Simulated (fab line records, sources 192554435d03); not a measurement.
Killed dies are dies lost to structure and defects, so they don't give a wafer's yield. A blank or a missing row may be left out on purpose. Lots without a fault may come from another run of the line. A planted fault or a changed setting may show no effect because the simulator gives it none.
fab line records | flow n5_finfet | part 1 of 2: steps 1 to 15 of 24
record lots=5 wafers=15 last_day=17
route steps=1938 shown BEOL_M4@1056
lots that met no fault: from a run of the same line without faults
start_h: hours from the record's first day to the start of the lot's first wafer shown | wait_h: hours since the lot's step before | " the same as in the row above | L1.1+2: a row that stands for several wafers | - no value, or no start given | * or withheld: withheld | < > ~ a bound
route shown NAME@n: a module of which the file shows steps, and the number in the route of the first | usual: mean/standard deviation of fault-free wafers | same: alike in all rows | chamber/n: place in a boat | sites: the reading at each site | _std_site: their standard deviation | _edge_site: outer sites' mean less inner sites' | radius_mm: how far each site lies from the wafer's centre | mask NAME#n: copy n | behind: the tool/chamber that last shaped the wafer | hold: why the lot was held/for how many hours/how that ended | device: the transistor (n, p or np) that didn't switch | end of line: the same wafers' tests at the end of the route | a step without rows: its recipe alone | killed: dies lost to structure and defects at the first sort, not the wafer's yield | map: a wafer's dies, x killed, . not, _ none there
set.NAME: the setting as run; set.NAME@STEP: as run at that earlier step | model.NAME: the simulator's own value behind a step, which no gauge read
lots at some steps of the route; a table a step, a row a wafer
services: from which hour (start_h, from the record's first day; less than 0 if before it) a tool's chamber was out of use, for how many hours, and why
## steps
# step N5_BEOL_M4_CD_MEAS_28
# recipe target_cd_nm=26.2 landing_energy_ev=500 detector=se_inlens target_cd_y_nm=24.1 polarity=opening
# usual cd_nm=26.24/0.21
# columns lot.wafer tool chamber start_h wait_h cd_nm
L076.2 cd_sem-02 0 172.36 - 26.39
L076.4 " 0 " " 25.92
L076.6 " 0 " " 25.98
L078.2 cd_sem-02 0 195.62 - 26.41
L078.3 " 0 " " 26.23
L078.6 " 0 " " 26.33
L085.1 cd_sem-01 0 240.41 - 26.38
L085.3 " 0 " " 26.53
L085.4 " 0 " " 26.39
L088.4 cd_sem-03 0 260.97 - 26.27
L088.5 " 0 " " 26.06
L088.6 " 0 " " 26.11
L091.2 cd_sem-01 0 277.69 - 25.88
L091.3 " 0 " " 26.28
L091.6 " 0 " " 26.40
# step N5_BEOL_M4_OVL_MEAS_29
# recipe points_per_wafer=522
# usual V3_OVL=0.3/0.66
# same points_per_wafer=522
# columns lot.wafer tool chamber start_h wait_h V3_OVL[nm]
L076.2 overlay-02 0 172.39 0.0 0.4
L076.4 " 0 " " -0.7
L076.6 " 0 " " -0.2
L078.2 overlay-02 0 195.66 0.0 0.1
L078.3 " 0 " " -0.4
L078.6 " 0 " " 0.3
L085.1 overlay-02 0 240.44 0.0 0.1
L085.3 " 0 " " -0.4
L085.4 " 0 " " 0.6
L088.4 overlay-01 0 261.01 0.0 0.2
L088.5 " 0 " " 0.2
L088.6 " 0 " " 1.1
L091.2 overlay-01 0 277.72 0.0 -0.2
L091.3 " 0 " " -0.3
L091.6 " 0 " " -0.1
# step N5_BEOL_M4_INSPECT_30
# recipe mode=adi inspect_instrument=brightfield
# usual raw_defect_count=464/130
# columns lot.wafer tool chamber start_h wait_h raw_defect_count
L076.2 defect_inspect-01 - 172.44 0.0 457
L076.4 " - " " 392
L076.6 " - " " 487
L078.2 defect_inspect-02 - 195.71 0.0 376
L078.3 " - " " 416
L078.6 " - " " 368
L085.1 defect_inspect-01 - 240.50 0.1 392
L085.3 " - " " 380
L085.4 " - " " 343
L088.4 defect_inspect-01 - 261.06 0.0 320
L088.5 " - " " 320
L088.6 " - " " 382
L091.2 defect_inspect-02 - 277.78 0.0 498
L091.3 " - " " 520
L091.6 " - " " 418
# step N5_BEOL_M4_DESCUM_33
# recipe chemistry=O2 time_s=7 source_power_w=50 bias_power_w=20 pressure_mtorr=20 rf_frequency_hz=2.712e+07 temp_c=40 resist=CAR-EUV o2_flow_sccm=225
# usual drypump_motor_current_A=5.8/0.46 oes_product_au=0.78/0.062 rf_vpp_V=243.1/1.2 showerhead_plenum_p_Torr=2.09/0.064 throttle_valve_pct=20.5/0.3
# columns lot.wafer tool chamber start_h wait_h drypump_motor_current_A oes_product_au rf_hours_counter_h rf_vpp_V showerhead_plenum_p_Torr throttle_valve_pct
L076.2 rie_diel-03 2 172.68 0.2 5.6 0.79 105 245.8 2.20 20.6
L076.4 " 1 " " 5.8 0.90 32 243.1 2.23 20.1
L076.6 " 3 " " 5.1 0.70 - 240.9 1.98 20.6
L078.2 rie_diel-06 0 195.74 0.0 5.7 0.77 144 241.9 2.10 20.5
L078.3 " 1 " " 5.8 0.82 86 242.2 2.02 20.7
L078.6 " 3 " " 5.4 0.83 - 243.5 2.11 20.3
L085.1 rie_diel-06 2 240.54 0.0 6.8 0.73 199 244.3 2.07 20.9
L085.3 " 0 " " 5.8 0.74 158 243.6 2.10 20.6
L085.4 " 3 " " 5.4 0.81 108 244.0 2.11 20.3
L088.4 rie_diel-03 1 261.10 0.0 5.8 0.85 - 244.1 2.21 20.1
L088.5 " 2 " " 5.6 0.77 - 244.6 2.19 20.7
L088.6 " 3 " " 5.1 0.68 - 241.2 1.97 20.6
L091.2 rie_diel-06 3 277.81 0.0 5.4 0.80 121 243.9 2.10 20.3
L091.3 " 0 " " 5.7 0.73 171 243.1 2.09 20.6
L091.6 " 0 " " 5.8 0.73 - 244.2 2.09 20.6
# step N5_BEOL_M4_ETCH_77
# recipe chemistry=N2/H2 target=underlayer target_depth_a=65 mask_material=CAR-EUV time_s=5.2 ion_energy_ev=200 pressure_mtorr=30 source_w=840 bias_w=150 n2_flow_sccm=200 h2_flow_sccm=200 ends=cleared
# usual bias_w=150.0/0.4 drypump_motor_current_A=5.8/0.46 etch_rf_on_time_s=5.19/0.083 oes_product_au=0.67/0.053 rf_vpp_V=524.0/2.4 showerhead_plenum_p_Torr=2.54/0.073 throttle_valve_pct=17.9/0.32
# columns lot.wafer tool chamber start_h wait_h bias_w drypump_motor_current_A etch_rf_on_time_s oes_product_au rf_hours_counter_h rf_vpp_V showerhead_plenum_p_Torr throttle_valve_pct
L076.2 rie_diel-03 2 172.71 0.0 151.0 5.6 5.24 0.68 105 527.0 2.67 17.9
L076.4 " 1 " " 149.9 5.8 5.30 0.76 32 529.6 2.69 17.4
L076.6 " 3 " " 149.9 5.1 5.29 0.60 - 521.5 2.41 18.0
L078.2 rie_diel-06 0 195.78 0.0 150.1 5.8 5.16 0.64 144 524.4 2.55 17.9
L078.3 " 1 " " 149.7 5.8 5.07 0.70 86 521.3 2.46 18.1
L078.6 " 3 " " 149.6 5.4 5.01 0.72 - 524.0 2.57 17.7
L085.1 rie_diel-06 2 240.57 0.0 150.3 6.8 5.21 0.62 199 523.2 2.51 18.2
L085.3 " 0 " " 150.0 5.8 5.21 0.64 158 522.1 2.54 17.9
L085.4 " 3 " " 149.4 5.4 5.07 0.69 108 523.6 2.56 17.7
L088.4 rie_diel-03 1 261.13 0.0 150.3 5.8 5.24 0.72 - 529.4 2.68 17.5
L088.5 " 2 " " 149.5 5.6 5.24 0.65 - 529.1 2.66 17.9
L088.6 " 3 " " 150.1 5.1 5.35 0.58 - 521.5 2.40 18.0
L091.2 rie_diel-06 3 277.84 0.0 150.2 5.4 5.03 0.70 121 523.8 2.55 17.8
L091.3 " 0 " " 150.4 5.8 5.22 0.63 171 521.6 2.54 17.9
L091.6 " 0 " " 150.6 5.7 5.28 0.62 - 523.3 2.54 17.9
# step N5_BEOL_M4_ETCH_69
# recipe chemistry=CF4 target=SiARC target_depth_a=156 mask_material=CAR-EUV time_s=26 ion_energy_ev=80 pressure_mtorr=40 source_w=545 bias_w=36 Ar_flow_sccm=100 cf4_flow_sccm=100 ends=cleared
# usual bias_w=36.01/0.097 drypump_motor_current_A=5.8/0.46 etch_rf_on_time_s=25.9/0.41 oes_product_au=0.67/0.053 rf_vpp_V=184.0/1 showerhead_plenum_p_Torr=2.14/0.058 throttle_valve_pct=15.7/0.3
# columns lot.wafer tool chamber start_h wait_h bias_w drypump_motor_current_A etch_rf_on_time_s oes_product_au rf_hours_counter_h rf_vpp_V showerhead_plenum_p_Torr throttle_valve_pct
L076.2 rie_diel-03 2 172.73 0.0 36.01 5.7 25.6 0.69 105 184.8 2.24 15.7
L076.4 " 1 " " 35.79 5.8 25.9 0.77 32 186.1 2.27 15.3
L076.6 " 3 " " 36.08 5.1 26.4 0.60 - 181.8 2.04 15.8
L078.2 rie_diel-06 0 195.79 0.0 35.93 5.8 25.8 0.65 144 184.3 2.15 15.7
L078.3 " 1 " " 35.97 5.8 25.4 0.70 86 183.3 2.08 15.8
L078.6 " 3 " " 36.10 5.4 25.3 0.72 - 185.3 2.16 15.4
L085.1 rie_diel-06 2 240.59 0.0 36.08 6.8 26.2 0.62 199 185.6 2.13 16.1
L085.3 " 0 " " 35.96 5.7 26.0 0.63 158 183.9 2.14 15.7
L085.4 " 3 " " 36.08 5.4 25.4 0.70 108 185.9 2.16 15.5
L088.4 rie_diel-03 1 261.17 0.0 36.21 5.8 26.6 0.72 - 185.2 2.26 15.4
L088.5 " 2 " " 36.00 5.7 25.9 0.66 - 184.0 2.23 15.8
L088.6 " 3 " " 36.00 5.1 26.9 0.59 - 182.0 2.03 15.9
L091.2 rie_diel-06 3 277.86 0.0 35.96 5.4 25.3 0.69 121 185.9 2.15 15.5
L091.3 " 0 " " 35.91 5.8 25.9 0.62 171 184.3 2.14 15.7
L091.6 " 0 " " 35.79 5.7 25.8 0.63 - 183.5 2.14 15.8
# step N5_BEOL_M4_ALD_98
# recipe material=SiO2 target_thk_a=25 temp_c=100 ald_precursor_family=BDEAS ald_co_reactant=O2-plasma pulse_time_s=1 co_reactant_pulse_time_s=1 purge_time_s=2 co_reactant_purge_time_s=2 ald_cycles=17 pressure_torr=2
# usual heater_power_w=77/8.2 precursor_pulse_height_rel=1.000/0.018 susceptor_temp_C=99.99/0.12
# same ald_cycles=17
# columns lot.wafer tool chamber start_h wait_h heater_power_w precursor_pulse_height_rel susceptor_temp_C
L076.2 ald_sin-04 2 174.04 1.3 74 0.949 100.06
L076.4 " 0 " " 83 0.981 100.10
L076.6 " 0 " " 84 1.005 99.84
L078.2 ald_sin-01 0 196.19 0.4 77 0.992 99.95
L078.3 " 1 " " 83 1.017 99.85
L078.6 " 1 " " 80 0.956 100.00
L085.1 ald_sin-04 3 240.67 0.1 73 0.998 100.06
L085.3 " 0 " " 86 1.020 99.85
L085.4 " 3 " " 73 0.975 99.84
L088.4 ald_sin-02 1 261.22 0.0 74 0.982 100.15
L088.5 " 0 " " 96 1.015 99.81
L088.6 " 3 " " 61 0.990 100.12
L091.2 ald_sin-02 1 278.01 0.1 71 0.966 100.00
L091.3 " 3 " " 61 1.014 100.33
L091.6 " 0 " " 94 1.012 99.91
# step N5_BEOL_M4_ETCHBACK_99
# recipe chemistry=CHF3 target=SiO2 target_depth_a=50 time_s=10.4 source_w=215 bias_w=47 Ar_flow_sccm=200 CHF3_flow_sccm=12 ion_energy_ev=100 pressure_mtorr=30
# usual CHF3_flow_sccm=12.00/0.038 bias_w=46.99/0.14 drypump_motor_current_A=5.7/0.36 oes_product_au=0.80/0.076 rf_vpp_V=241.3/1.8 showerhead_plenum_p_Torr=2.17/0.075 throttle_valve_pct=17.10/0.3
# columns lot.wafer tool chamber start_h wait_h CHF3_flow_sccm bias_w drypump_motor_current_A oes_product_au rf_hours_counter_h rf_vpp_V showerhead_plenum_p_Torr throttle_valve_pct
L076.2 rie_diel-03 0 181.52 7.4 12.01 47.21 6.0 0.72 222 241.0 2.22 17.40
L076.4 " 3 " " 12.01 47.00 5.1 0.70 221 240.5 2.05 17.30
L076.6 " 3 " " 11.98 46.84 5.1 0.70 - 238.9 2.05 17.31
L078.2 rie_diel-03 3 203.68 7.4 12.01 47.35 5.1 0.69 229 239.9 2.04 17.32
L078.3 " 1 " " 12.04 46.91 5.8 0.88 42 239.5 2.29 16.75
L078.6 " 3 " " 12.03 47.21 5.1 0.69 - 238.1 2.04 17.32
L085.1 rie_diel-01 1 259.07 18.3 11.97 46.88 5.5 0.79 135 238.7 2.16 16.76
L085.3 " 3 " " 11.97 46.94 6.1 0.87 33 241.2 2.10 16.61
L085.4 " 0 " " 12.00 46.75 5.5 0.85 61 244.3 2.10 17.38
L088.4 rie_diel-03 1 272.23 11.0 12.04 47.06 5.8 0.86 - 240.9 2.28 16.80
L088.5 " 2 " " 12.06 46.99 5.7 0.78 - 242.5 2.25 17.27
L088.6 " 3 " " 12.04 46.81 5.1 0.68 - 239.1 2.04 17.35
L091.2 rie_diel-03 2 295.06 17.0 11.99 47.05 5.7 0.76 147 242.4 2.24 17.28
L091.3 " 0 " " 12.01 47.02 6.0 0.98 5 242.4 2.21 17.02
L091.6 " 1 " " 11.97 46.98 5.8 0.84 - 240.4 2.27 16.82
# step N5_BEOL_M4_ETCH_70
# recipe chemistry=N2/H2 target=SOC target_depth_a=800 overetch_a=240 mask_material=SiARC temp_c=40 time_s=130 ion_energy_ev=200 pressure_mtorr=30 source_w=840 bias_w=150 n2_flow_sccm=200 h2_flow_sccm=200
# usual bias_w=150.0/0.41 drypump_motor_current_A=5.7/0.35 oes_product_au=0.58/0.053 rf_vpp_V=524.3/2.6 showerhead_plenum_p_Torr=2.56/0.089 throttle_valve_pct=17.8/0.34
# columns lot.wafer tool chamber start_h wait_h bias_w drypump_motor_current_A oes_product_au rf_hours_counter_h rf_vpp_V showerhead_plenum_p_Torr throttle_valve_pct
L076.2 rie_diel-03 0 181.56 0.0 149.7 6.0 0.52 222 525.1 2.62 18.2
L076.4 " 3 " " 149.7 5.1 0.52 221 520.3 2.41 17.9
L076.6 " 3 " " 149.0 5.1 0.52 - 519.9 2.41 18.0
L078.2 rie_diel-03 3 203.72 0.0 149.9 5.1 0.52 229 520.1 2.40 18.0
L078.3 " 1 " " 150.0 5.8 0.65 42 528.6 2.69 17.4
L078.6 " 3 " " 149.5 5.1 0.52 - 520.4 2.40 18.0
L085.1 rie_diel-01 1 259.10 0.0 150.4 5.5 0.58 135 523.1 2.55 17.5
L085.3 " 3 " " 149.2 6.1 0.63 33 523.9 2.48 17.3
L085.4 " 0 " " 150.2 5.5 0.62 61 523.1 2.48 18.2
L088.4 rie_diel-03 1 272.29 0.0 150.3 5.8 0.62 - 527.6 2.68 17.4
L088.5 " 2 " " 151.0 5.6 0.57 - 525.6 2.65 17.9
L088.6 " 3 " " 149.9 5.1 0.51 - 520.9 2.39 18.0
L091.2 rie_diel-03 2 295.09 0.0 150.1 5.7 0.57 147 526.9 2.65 17.9
L091.3 " 0 " " 149.5 6.0 0.71 5 526.0 2.60 17.8
L091.6 " 1 " " 149.7 5.8 0.62 - 526.7 2.67 17.5
# step N5_BEOL_M4_STRIP_71
# recipe chemistry=N2/H2 temp_c=40 n2_flow_sccm=200 h2_flow_sccm=200 rf_frequency_hz=6e+07
# columns lot.wafer tool chamber start_h wait_h
L076.2+4+6 rie_diel-03 0,3,3 181.64 0.0
L078.2+3+6 rie_diel-03 3,1,3 203.80 0.0
L085.1+3+4 rie_diel-01 1,3,0 259.19 0.0
L088.4+5+6 rie_diel-03 1,2,3 272.34 0.0
L091.2+3+6 rie_diel-03 2,0,1 295.18 0.0
# step N5_BEOL_M4_STRIP_78
# recipe chemistry=N2/H2 temp_c=40 n2_flow_sccm=200 h2_flow_sccm=200 rf_frequency_hz=6e+07
# columns lot.wafer tool chamber start_h wait_h
L076.2+4+6 rie_diel-03 0,3,3 181.65 0.0
L078.2+3+6 rie_diel-03 3,1,3 203.81 0.0
L085.1+3+4 rie_diel-01 1,3,0 259.20 0.0
L088.4+5+6 rie_diel-03 1,2,3 272.35 0.0
L091.2+3+6 rie_diel-03 2,0,1 295.19 0.0
# step N5_BEOL_M4_VIA_ETCH_34
# recipe chemistry=C4F6/O2 target_depth_a=694 mask_material=SOC pressure_mtorr=15 ion_energy_ev=250 taper_deg=4 time_s=65.9 source_w=350 bias_w=170 Ar_flow_sccm=300 C4F6_flow_sccm=10 O2_flow_sccm=10
# usual O2_flow_sccm=10.00/0.031 bias_w=170.0/0.56 drypump_motor_current_A=5.7/0.36 oes_product_au=0.79/0.076 rf_vpp_V=667/4.4 showerhead_plenum_p_Torr=2.87/0.095 throttle_valve_pct=30.8/0.34
# columns lot.wafer tool chamber start_h wait_h O2_flow_sccm bias_w drypump_motor_current_A oes_product_au rf_hours_counter_h rf_vpp_V showerhead_plenum_p_Torr throttle_valve_pct
L076.2 rie_diel-03 0 181.66 0.0 10.04 170.1 6.0 0.71 222 670 2.93 31.0
L076.4 " 3 " " 9.95 170.2 5.1 0.70 221 662 2.71 30.9
L076.6 " 3 " " 9.93 169.2 5.1 0.70 - 660 2.71 31.0
L078.2 rie_diel-03 3 203.82 0.0 10.04 170.0 5.1 0.69 229 660 2.70 31.0
L078.3 " 1 " " 10.01 170.6 5.8 0.88 42 665 3.01 30.5
L078.6 " 3 " " 10.06 170.2 5.1 0.69 - 660 2.70 31.0
L085.1 rie_diel-01 1 259.21 0.0 9.98 169.6 5.5 0.79 135 664 2.85 30.4
L085.3 " 3 " " 9.96 169.8 6.2 0.86 33 665 2.77 30.3
L085.4 " 0 " " 9.95 169.9 5.5 0.83 62 668 2.78 31.3
L088.4 rie_diel-03 1 272.38 0.0 10.00 169.5 5.8 0.84 - 663 3.00 30.5
L088.5 " 2 " " 9.98 169.4 5.7 0.78 - 673 2.96 30.8
L088.6 " 3 " " 9.97 169.8 5.1 0.68 - 661 2.70 31.0
L091.2 rie_diel-03 2 295.20 0.0 10.04 170.4 5.7 0.77 147 670 2.96 30.8
L091.3 " 0 " " 10.03 170.5 6.0 0.99 5 668 2.91 30.9
L091.6 " 1 " " 10.02 170.8 5.8 0.83 - 663 3.00 30.5
# step N5_BEOL_M4_STRIP_83
# recipe chemistry=C4F6/O2 resist=SiARC rf_frequency_hz=6e+07
# columns lot.wafer tool chamber start_h wait_h
L076.2+4+6 rie_diel-03 0,3,3 181.72 0.0
L078.2+3+6 rie_diel-03 3,1,3 203.87 0.0
L085.1+3+4 rie_diel-01 1,3,0 259.26 0.0
L088.4+5+6 rie_diel-03 1,2,3 272.41 0.0
L091.2+3+6 rie_diel-03 2,0,1 295.25 0.0
# step N5_BEOL_M4_STRIP_36
# recipe chemistry=N2/H2 power_w=450 temp_c=40 pressure_mtorr=20 rf_frequency_hz=6e+07 overash_fraction=0.3 bias_power_w=7 h2_frac=0.5 n2_flow_sccm=200 h2_flow_sccm=200
# usual drypump_motor_current_A=5.7/0.36 oes_product_au=0.80/0.076 rf_vpp_V=59.4/1.4 showerhead_plenum_p_Torr=2.56/0.089 throttle_valve_pct=23.7/0.41
# columns lot.wafer tool chamber start_h wait_h drypump_motor_current_A oes_product_au rf_hours_counter_h rf_vpp_V showerhead_plenum_p_Torr throttle_valve_pct
L076.2 rie_diel-03 0 181.73 0.0 6.0 0.71 222 61.7 2.61 24.1
L076.4 " 3 " " 5.1 0.71 221 59.9 2.40 23.7
L076.6 " 3 " " 5.1 0.69 - 56.3 2.40 23.7
L078.2 rie_diel-03 3 203.88 0.0 5.1 0.69 229 59.6 2.40 23.7
L078.3 " 1 " " 5.8 0.88 42 60.3 2.68 23.2
L078.6 " 3 " " 5.1 0.70 - 61.2 2.40 23.7
L085.1 rie_diel-01 1 259.27 0.0 5.5 0.79 135 58.1 2.54 23.3
L085.3 " 3 " " 6.1 0.87 33 59.2 2.48 23.1
L085.4 " 0 " " 5.5 0.84 62 58.8 2.48 24.3
L088.4 rie_diel-03 1 272.44 0.0 5.8 0.85 - 61.3 2.67 23.2
L088.5 " 2 " " 5.7 0.77 - 57.7 2.65 23.6
L088.6 " 3 " " 5.1 0.69 - 59.4 2.39 23.7
L091.2 rie_diel-03 2 295.26 0.0 5.7 0.77 147 59.3 2.65 23.6
L091.3 " 0 " " 6.0 0.98 5 61.1 2.60 23.9
L091.6 " 1 " " 5.8 0.84 - 60.6 2.67 23.2
# step N5_BEOL_M4_TRENCH_ETCH_37
# recipe chemistry=C4F6/O2 target_depth_a=555.55 target=SiOC time_s=29.2 ion_energy_ev=250 pressure_mtorr=30 source_w=355 bias_w=185 Ar_flow_sccm=300 C4F6_flow_sccm=10 O2_flow_sccm=10
# usual O2_flow_sccm=9.99/0.032 bias_w=185.0/0.56 drypump_motor_current_A=5.7/0.36 oes_product_au=0.79/0.077 rf_vpp_V=667/4.4 showerhead_plenum_p_Torr=2.87/0.095 throttle_valve_pct=20.9/0.31
# columns lot.wafer tool chamber start_h wait_h O2_flow_sccm bias_w drypump_motor_current_A oes_product_au rf_hours_counter_h rf_vpp_V showerhead_plenum_p_Torr throttle_valve_pct
L076.2 rie_diel-03 0 - - 10.00 185.4 6.0 0.70 222 670 2.93 21.2
L076.4 " 3 " " 10.03 184.9 5.1 0.69 221 661 2.71 21.1
L076.6 " 3 " " 10.03 185.2 5.1 0.69 - 662 2.71 21.1
L078.2 rie_diel-03 3 - - 10.00 184.6 5.1 0.68 229 660 2.71 21.1
L078.3 " 1 " " 10.05 184.7 5.8 0.87 42 662 3.02 20.6
L078.6 " 3 " " 10.08 184.9 5.1 0.69 - 660 2.71 21.1
L085.1 rie_diel-01 1 - - 9.97 185.1 5.5 0.78 135 663 2.85 20.5
L085.3 " 3 " " 9.99 184.5 6.1 0.87 33 664 2.78 20.4
L085.4 " 0 " " 9.98 185.1 5.5 0.84 62 671 2.78 21.2
L088.4 rie_diel-03 1 - - 10.07 185.0 5.8 0.85 - 665 3.00 20.6
L088.5 " 2 " " 9.99 184.3 5.7 0.76 - 671 2.97 21.0
L088.6 " 3 " " 9.99 184.5 5.1 0.67 - 661 2.70 21.1
L091.2 rie_diel-03 2 - - 9.95 185.7 5.7 0.76 147 672 2.96 21.1
L091.3 " 0 " " 9.97 183.3 6.0 0.98 5 668 2.92 20.9
L091.6 " 1 " " 10.03 183.9 5.8 0.83 - 664 3.00 20.6
